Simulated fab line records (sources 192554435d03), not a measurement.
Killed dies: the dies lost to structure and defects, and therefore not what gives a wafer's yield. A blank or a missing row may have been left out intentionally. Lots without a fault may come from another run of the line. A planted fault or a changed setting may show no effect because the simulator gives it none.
fab line records	flow n5Finfet	part 1 of 2: steps 1 to 4 of 6
record: lots: 24	wafers: 72	lastDay: 18
route steps=1938 shown BEOL_M7@1320 BEOL_M8@1332
lots that met no fault: from a run of the same line without faults
startH: start of the lot's first displayed wafer, in hours after the record's first day	waitH: hours from the lot's prior step to this one	" identical to the entry in the row above	L1.1+2: several wafers, shown together as one row	- no value present, or no start provided	* or withheld: withheld	< > ~ a bound
route shown NAME@n: NAME is a module with steps in the file, n the number in the route of the first one	usual: mean and standard deviation over wafers with no fault	same: alike in all rows	chamber/n: place in a boat	sites: the reading at each site	_std_site: standard deviation across them	_edge_site: inner sites' mean taken away from outer sites' mean	radiusMm: for every site, how far away it sits from the centre of the wafer	mask NAME#n: copy n	behind: tool/chamber where the wafer was last shaped	hold: what put the lot on hold/how long, in hours/how the hold closed	device: names the non-switching transistor (n, p or np)	end of line: tests of these same wafers at the route's end	step lacking rows: just its recipe	killed: the dies lost at the first sort to structure and to defects; this is not the yield of the wafer	map: a wafer's dies, x killed, . not, _ none there
set.NAME: the setting as run; set.NAME@STEP: as run at that earlier step	model.NAME: the simulator's own value behind a step, which no gauge read
the route's steps for a sample of lots (tables are steps, rows are wafers)
services: the hour from which a tool's chamber was out of use, counted from the record's first day as startH (under 0 if before that day), plus the number of hours and why
== steps ==
step: N5_BEOL_M7_ALD_77
recipe: material: TaN	targetThkA: 20	tempC: 275	aldPrecursorFamily: PDMAT	aldCoReactant: NH3	pressureTorr: 3	carrierFlowSccm: 1500	pulseTimeS: 2	purgeTimeS: 3	coReactantPurgeTimeS: 2	coReactantPulseTimeS: 3	aldCycles: 40	precursorVesselTempC: 75	precursorVesselPressureTorr: 26.25	precursorVesselCarrierSccm: 1000
usual: heaterPowerW: 426/49
lot.wafer	tool	chamber	startH	waitH	heaterPowerW
L074.3	aldMetal-03	1	205.72	0.0	432
L074.4	"	3	"	"	416
L074.6	"	2	"	"	422
L075.1	aldMetal-02	0	214.71	0.2	479
L075.3	"	3	"	"	415
L075.5	"	1	"	"	471
L076.1	aldMetal-04	1	215.34	0.0	456
L076.4	"	3	"	"	510
L076.6	"	2	"	"	384
L077.3	aldMetal-02	3	233.97	0.1	410
L077.4	"	2	"	"	433
L077.6	"	0	"	"	477
L079.1	aldMetal-03	1	244.73	0.1	430
L079.4	"	0	"	"	327
L079.6	"	1	"	"	424
L078.2	aldMetal-04	1	245.37	0.0	434
L078.3	"	3	"	"	518
L078.6	"	0	"	"	394
L080.4	aldMetal-04	0	249.05	0.1	393
L080.5	"	0	"	"	402
L080.6	"	3	"	"	532
L082.2	aldMetal-03	1	256.25	0.1	434
L082.4	"	0	"	"	328
L082.5	"	1	"	"	436
L081.3	aldMetal-02	1	256.32	0.0	473
L081.5	"	3	"	"	421
L081.6	"	2	"	"	434
L083.1	aldMetal-04	0	260.77	0.2	402
L083.4	"	1	"	"	460
L083.6	"	3	"	"	521
L084.1	aldMetal-03	3	266.22	0.0	410
L084.4	"	0	"	"	322
L084.6	"	0	"	"	327
L085.1	aldMetal-03	3	276.40	0.1	417
L085.2	"	1	"	"	434
L085.3	"	0	"	"	344
L087.1	aldMetal-02	0	282.95	0.1	489
L087.3	"	1	"	"	486
L087.5	"	0	"	"	489
L086.2	aldMetal-04	1	286.11	0.0	448
L086.3	"	3	"	"	510
L086.4	"	2	"	"	397
L090.1	aldMetal-03	0	296.04	0.3	328
L090.3	"	3	"	"	415
L090.6	"	0	"	"	321
L089.1	aldMetal-03	3	300.34	0.0	407
L089.5	"	0	"	"	330
L089.6	"	1	"	"	432
L088.1	aldMetal-04	0	304.90	0.0	394
L088.4	"	2	"	"	397
L088.5	"	1	"	"	437
L093.1	aldMetal-03	0	312.30	0.2	324
L093.3	"	2	"	"	425
L093.4	"	3	"	"	414
L092.1	aldMetal-04	2	314.08	0.0	391
L092.2	"	1	"	"	455
L092.3	"	3	"	"	521
L091.1	aldMetal-03	0	332.09	0.2	335
L091.2	"	2	"	"	416
L091.4	"	1	"	"	439
L094.3	aldMetal-03	3	336.82	0.0	412
L094.4	"	2	"	"	427
L094.6	"	3	"	"	417
L096.3	aldMetal-02	1	337.00	0.0	472
L096.5	"	0	"	"	487
L096.6	"	1	"	"	481
L095.2	aldMetal-04	2	341.85	0.0	402
L095.5	"	3	"	"	522
L095.6	"	0	"	"	392
L097.2	aldMetal-04	3	349.03	0.0	510
L097.3	"	1	"	"	441
L097.5	"	3	"	"	527
step: N5_BEOL_M8_ILD_DEP_00
recipe: material: SiCOH_lowk	targetThkA: 1797.5	tempC: 300	precursor: DEMS/porogen	pressureTorr: 5	rfW: 500	timeS: 33.4
usual: heaterPowerW: 297/79	showerheadPlenumPTorr: 5.739/0.016	throttleValvePct: 13.9/1
lot.wafer	tool	chamber	startH	waitH	heaterPowerW	showerheadPlenumPTorr	throttleValvePct
L074.3	pecvd-02	2	207.28	0.0	385	5.745	13.0
L074.4	"	2	"	"	383	5.758	12.9
L074.6	"	0	"	"	216	5.768	12.8
L075.1	pecvd-01	2	216.38	0.0	243	5.739	14.5
L075.3	"	1	"	"	177	5.729	13.7
L075.5	"	1	"	"	185	5.760	13.8
L076.1	pecvd-03	1	217.00	0.0	250	5.707	14.3
L076.4	"	2	"	"	369	5.708	12.4
L076.6	"	1	"	"	251	5.710	14.4
L077.3	pecvd-03	0	236.62	0.0	335	5.721	17.0
L077.4	"	2	"	"	377	5.732	12.5
L077.6	"	0	"	"	340	5.725	16.9
L079.1	pecvd-01	2	246.70	0.0	241	5.731	14.1
L079.4	"	2	"	"	252	5.729	14.1
L079.6	"	0	"	"	432	5.739	14.1
L078.2	pecvd-01	0	247.11	0.0	377	5.730	14.0
L078.3	"	2	"	"	251	5.744	14.1
L078.6	"	2	"	"	255	5.742	13.8
L080.4	pecvd-02	1	250.74	0.1	326	5.745	13.6
L080.5	"	2	"	"	380	5.758	13.2
L080.6	"	0	"	"	196	5.758	12.9
L082.2	pecvd-01	2	258.02	0.0	233	5.739	14.6
L082.4	"	2	"	"	240	5.723	14.3
L082.5	"	1	"	"	174	5.751	13.8
L081.3	pecvd-03	0	258.09	0.0	318	5.730	17.0
L081.5	"	0	"	"	331	5.732	17.0
L081.6	"	1	"	"	273	5.700	14.2
L083.1	pecvd-01	0	262.73	0.0	443	5.716	13.8
L083.4	"	2	"	"	289	5.736	14.3
L083.6	"	1	"	"	203	5.750	14.0
L084.1	pecvd-02	1	268.29	0.0	339	5.737	13.5
L084.4	"	1	"	"	339	5.730	13.8
L084.6	"	2	"	"	346	5.766	13.0
L085.1	pecvd-02	1	278.38	0.0	302	5.743	13.6
L085.2	"	0	"	"	202	5.776	12.9
L085.3	"	2	"	"	327	5.741	13.2
L087.1	pecvd-01	0	286.36	0.0	400	5.718	13.7
L087.3	"	1	"	"	217	5.732	13.9
L087.5	"	0	"	"	410	5.730	13.8
L086.2	pecvd-02	0	289.11	0.0	228	5.754	13.1
L086.3	"	1	"	"	334	5.746	13.7
L086.4	"	0	"	"	227	5.774	12.8
L090.1	pecvd-01	0	297.87	0.0	406	5.727	13.7
L090.3	"	2	"	"	232	5.723	14.5
L090.6	"	0	"	"	410	5.736	13.7
L089.1	pecvd-01	1	302.22	0.0	188	5.746	13.7
L089.5	"	2	"	"	273	5.736	14.4
L089.6	"	0	"	"	391	5.721	14.0
L088.1	pecvd-02	1	307.06	0.0	312	5.757	13.6
L088.4	"	0	"	"	209	5.756	12.9
L088.5	"	2	"	"	361	5.743	13.1
L093.1	pecvd-01	0	314.25	0.0	417	5.726	13.8
L093.3	"	2	"	"	273	5.726	14.6
L093.4	"	2	"	"	274	5.720	14.3
L092.1	pecvd-01	0	315.82	0.0	455	5.723	13.8
L092.2	"	2	"	"	247	5.738	14.2
L092.3	"	1	"	"	211	5.745	14.0
L091.1	pecvd-02	1	334.00	0.0	364	5.733	13.5
L091.2	"	2	"	"	347	5.752	13.1
L091.4	"	1	"	"	288	5.734	13.4
L094.3	pecvd-01	2	338.45	0.0	281	5.728	14.2
L094.4	"	1	"	"	193	5.760	13.9
L094.6	"	2	"	"	294	5.736	14.3
L096.3	pecvd-01	1	338.73	0.0	177	5.754	13.7
L096.5	"	0	"	"	397	5.723	14.0
L096.6	"	2	"	"	294	5.730	14.6
L095.2	pecvd-03	2	343.63	0.0	317	5.736	12.4
L095.5	"	2	"	"	327	5.733	12.9
L095.6	"	1	"	"	265	5.709	14.2
L097.2	pecvd-03	0	350.81	0.0	299	5.760	17.0
L097.3	"	1	"	"	233	5.704	14.2
L097.5	"	0	"	"	299	5.734	17.1
step: N5_BEOL_M8_HM_DEP_02
recipe: material: TiN	targetThkA: 200	tempC: 25	chamberPressurePa: 0.49996
usual: throttleValvePct: 29.8/0.83
lot.wafer	tool	chamber	startH	waitH	throttleValvePct
L074.3	pvdSputter-03	-	208.91	1.0	30.5
L074.4	"	-	"	"	30.9
L074.6	"	-	"	"	29.3
L075.1	pvdSputter-02	-	218.23	0.5	30.8
L075.3	"	-	"	"	29.9
L075.5	"	-	"	"	30.4
L076.1	pvdSputter-01	-	218.54	0.1	30.5
L076.4	"	-	"	"	30.1
L076.6	"	-	"	"	28.4
L077.3	pvdSputter-03	-	240.28	2.7	29.3
L077.4	"	-	"	"	28.6
L077.6	"	-	"	"	30.9
L079.1	pvdSputter-02	-	249.13	1.8	30.7
L079.4	"	-	"	"	30.2
L079.6	"	-	"	"	30.3
L078.2	pvdSputter-03	-	249.61	1.1	28.6
L078.3	"	-	"	"	29.5
L078.6	"	-	"	"	31.0
L080.4	pvdSputter-03	-	252.75	1.4	31.0
L080.5	"	-	"	"	30.6
L080.6	"	-	"	"	30.8
L082.2	pvdSputter-02	-	259.78	1.1	29.7
L082.4	"	-	"	"	30.5
L082.5	"	-	"	"	30.3
L081.3	pvdSputter-02	-	259.88	0.7	30.0
L081.5	"	-	"	"	29.7
L081.6	"	-	"	"	30.9
L083.1	pvdSputter-03	-	265.56	2.2	30.3
L083.4	"	-	"	"	29.4
L083.6	"	-	"	"	30.8
L084.1	pvdSputter-02	-	269.94	1.0	29.6
L084.4	"	-	"	"	30.0
L084.6	"	-	"	"	29.3
L085.1	pvdSputter-03	-	281.25	2.2	30.5
L085.2	"	-	"	"	30.9
L085.3	"	-	"	"	28.6
L087.1	pvdSputter-01	-	287.82	0.8	28.7
L087.3	"	-	"	"	28.2
L087.5	"	-	"	"	28.7
L086.2	pvdSputter-03	-	290.33	0.6	29.2
L086.3	"	-	"	"	30.9
L086.4	"	-	"	"	28.6
L090.1	pvdSputter-02	-	299.00	0.5	30.2
L090.3	"	-	"	"	30.1
L090.6	"	-	"	"	30.3
L089.1	pvdSputter-02	-	303.82	1.0	29.8
L089.5	"	-	"	"	30.7
L089.6	"	-	"	"	29.7
L088.1	pvdSputter-03	-	308.20	0.5	29.1
L088.4	"	-	"	"	28.3
L088.5	"	-	"	"	29.1
L093.1	pvdSputter-01	-	319.54	4.2	30.5
L093.3	"	-	"	"	28.5
L093.4	"	-	"	"	28.5
L092.1	pvdSputter-02	-	319.79	3.3	30.6
L092.2	"	-	"	"	30.1
L092.3	"	-	"	"	29.8
L091.1	pvdSputter-02	-	337.38	2.6	29.6
L091.2	"	-	"	"	30.5
L091.4	"	-	"	"	30.7
L094.3	pvdSputter-01	-	340.35	1.3	30.4
L094.4	"	-	"	"	30.1
L094.6	"	-	"	"	30.2
L096.3	pvdSputter-01	-	340.63	1.3	28.5
L096.5	"	-	"	"	28.3
L096.6	"	-	"	"	28.8
L095.2	pvdSputter-03	-	345.56	1.3	30.6
L095.5	"	-	"	"	30.3
L095.6	"	-	"	"	28.6
L097.2	pvdSputter-01	-	353.05	1.1	28.7
L097.3	"	-	"	"	28.3
L097.5	"	-	"	"	30.3
step: N5_BEOL_M8_DESCUM_16
recipe: chemistry: O2	timeS: 7.9	sourcePowerW: 50	biasPowerW: 20	pressureMtorr: 20	rfFrequencyHz: 2.712e+07	tempC: 40	resist: CAR-ArF	o2FlowSccm: 225
usual: drypumpMotorCurrentA: 5.8/0.51	oesProductAu: 0.78/0.1	rfVppV: 243.1/1.4	showerheadPlenumPTorr: 2.10/0.07	throttleValvePct: 20.5/0.32
lot.wafer	tool	chamber	startH	waitH	drypumpMotorCurrentA	oesProductAu	rfHoursCounterH	rfVppV	showerheadPlenumPTorr	throttleValvePct
L074.3	rieDiel-05	2	210.20	0.7	5.8	0.70	214	243.0	2.07	20.4
L074.4	"	3	"	"	5.7	0.68	-	243.3	2.15	20.3
L074.6	"	1	"	"	4.7	0.68	-	245.2	2.17	21.0
L075.1	rieDiel-01	0	219.24	0.6	6.3	1.01	1	245.7	2.24	20.6
L075.3	"	1	"	"	6.5	0.91	12	244.3	2.16	20.0
L075.5	"	3	"	"	5.7	0.74	-	242.3	2.07	20.4
L076.1	rieDiel-02	1	219.43	0.3	5.9	0.74	154	242.1	2.00	20.4
L076.4	"	3	"	"	5.9	0.88	-	242.3	2.06	20.5
L076.6	"	1	"	"	5.9	0.74	-	241.6	2.00	20.4
L077.3	rieDiel-05	1	240.75	0.0	4.8	0.67	228	244.6	2.17	21.0
L077.4	"	3	"	"	5.6	0.67	249	245.1	2.14	20.4
L077.6	"	3	"	"	5.6	0.66	-	243.9	2.14	20.3
L079.1	rieDiel-02	2	249.72	0.0	5.7	0.79	113	243.2	2.11	20.5
L079.4	"	1	"	"	5.8	0.73	-	240.4	1.99	20.4
L079.6	"	0	"	"	5.3	0.72	-	240.9	2.07	20.9
L078.2	rieDiel-02	0	250.25	0.1	5.3	0.72	218	243.0	2.07	20.9
L078.3	"	2	"	"	5.7	0.80	113	243.3	2.11	20.5
L078.6	"	0	"	"	5.2	0.73	-	242.0	2.07	20.9
L080.4	rieDiel-05	1	253.23	0.0	4.7	0.66	-	243.4	2.16	21.0
L080.5	"	0	"	"	6.4	0.73	-	240.4	2.00	20.5
L080.6	"	2	"	"	5.8	0.68	-	243.2	2.07	20.5
L082.2	rieDiel-05	1	261.54	1.2	4.7	0.66	237	244.5	2.16	21.0
L082.4	"	0	"	"	6.4	0.73	191	241.6	2.00	20.5
L082.5	"	2	"	"	5.9	0.68	-	242.4	2.07	20.5
L081.3	rieDiel-01	2	261.59	1.1	5.7	0.73	210	244.3	2.19	21.1
L081.5	"	2	"	"	5.7	0.72	-	244.9	2.19	21.1
L081.6	"	1	"	"	6.5	0.89	-	244.6	2.16	20.0
L083.1	rieDiel-02	0	266.14	0.0	5.3	0.71	226	243.0	2.07	20.9
L083.4	"	2	"	"	5.8	0.78	-	241.9	2.11	20.5
L083.6	"	0	"	"	5.3	0.71	-	242.2	2.07	20.9
L084.1	rieDiel-01	2	270.43	0.0	5.7	0.72	214	243.4	2.19	21.1
L084.4	"	2	"	"	5.7	0.72	-	244.8	2.19	21.1
L084.6	"	0	"	"	6.3	0.92	-	245.5	2.23	20.6
L085.1	rieDiel-05	3	281.80	0.1	5.6	0.95	7	244.6	2.14	20.0
L085.2	"	2	"	"	5.8	0.69	239	243.0	2.06	20.5
L085.3	"	0	"	"	6.4	0.72	199	243.3	2.00	20.5
L087.1	rieDiel-05	0	288.41	0.0	6.4	0.73	201	241.5	2.00	20.6
L087.3	"	3	"	"	5.6	0.94	9	243.0	2.14	20.0
L087.5	"	2	"	"	5.8	0.69	-	243.0	2.06	20.5
L086.2	rieDiel-05	1	290.91	0.0	4.7	0.66	247	243.2	2.16	21.0
L086.3	"	3	"	"	5.7	0.94	9	243.3	2.14	20.0
L086.4	"	2	"	"	5.9	0.68	241	242.4	2.06	20.5
L090.1	rieDiel-05	0	299.58	0.0	6.4	0.73	204	241.9	2.00	20.6
L090.3	"	3	"	"	5.6	0.93	13	244.0	2.14	20.0
L090.6	"	3	"	"	5.6	0.94	-	245.1	2.14	20.0
L089.1	rieDiel-05	0	304.42	0.0	6.4	0.72	207	240.9	2.00	20.5
L089.5	"	0	"	"	6.4	0.73	-	242.3	2.00	20.6
L089.6	"	2	"	"	5.9	0.68	-	241.4	2.06	20.5
L088.1	rieDiel-05	2	309.08	0.3	5.8	0.68	251	242.1	2.06	20.5
L088.4	"	0	"	"	6.4	0.72	-	242.3	2.00	20.6
L088.5	"	2	"	"	5.8	0.68	-	243.1	2.06	20.5
L093.1	rieDiel-05	2	320.00	0.0	5.8	0.68	255	242.5	2.06	20.5
L093.3	"	2	"	"	5.9	0.68	-	242.6	2.06	20.5
L093.4	"	3	"	"	5.7	0.91	-	243.5	2.13	20.0
L092.1	rieDiel-01	1	320.25	0.0	6.5	0.84	45	242.5	2.15	20.0
L092.2	"	0	"	"	6.3	0.89	40	244.8	2.23	20.7
L092.3	"	2	"	"	5.7	0.71	233	243.3	2.18	21.2
L091.1	rieDiel-05	1	338.02	0.2	4.8	0.97	3	244.5	2.16	20.5
L091.2	"	3	"	"	5.6	0.89	33	243.8	2.13	20.0
L091.4	"	1	"	"	4.8	0.98	-	244.6	2.16	20.5
L094.3	rieDiel-05	3	341.30	0.4	5.6	0.88	35	243.8	2.13	20.0
L094.4	"	3	"	"	5.6	0.89	-	242.3	2.13	20.0
L094.6	"	1	"	"	4.8	0.97	-	244.7	2.16	20.5
L096.3	rieDiel-05	0	341.55	0.4	6.4	0.72	222	240.6	1.99	20.6
L096.5	"	3	"	"	5.6	0.89	-	244.1	2.13	20.0
L096.6	"	0	"	"	6.4	0.71	-	241.9	1.99	20.6
L095.2	rieDiel-05	1	346.15	0.0	4.7	0.95	7	244.4	2.15	20.5
L095.5	"	1	"	"	4.7	0.96	-	243.3	2.15	20.5
L095.6	"	3	"	"	5.7	0.87	-	243.7	2.13	20.0
L097.2	rieDiel-01	3	353.51	0.0	5.7	0.70	238	242.8	2.05	20.5
L097.3	"	0	"	"	6.3	0.86	53	244.5	2.22	20.7
L097.5	"	1	"	"	6.5	0.82	-	243.8	2.15	20.0
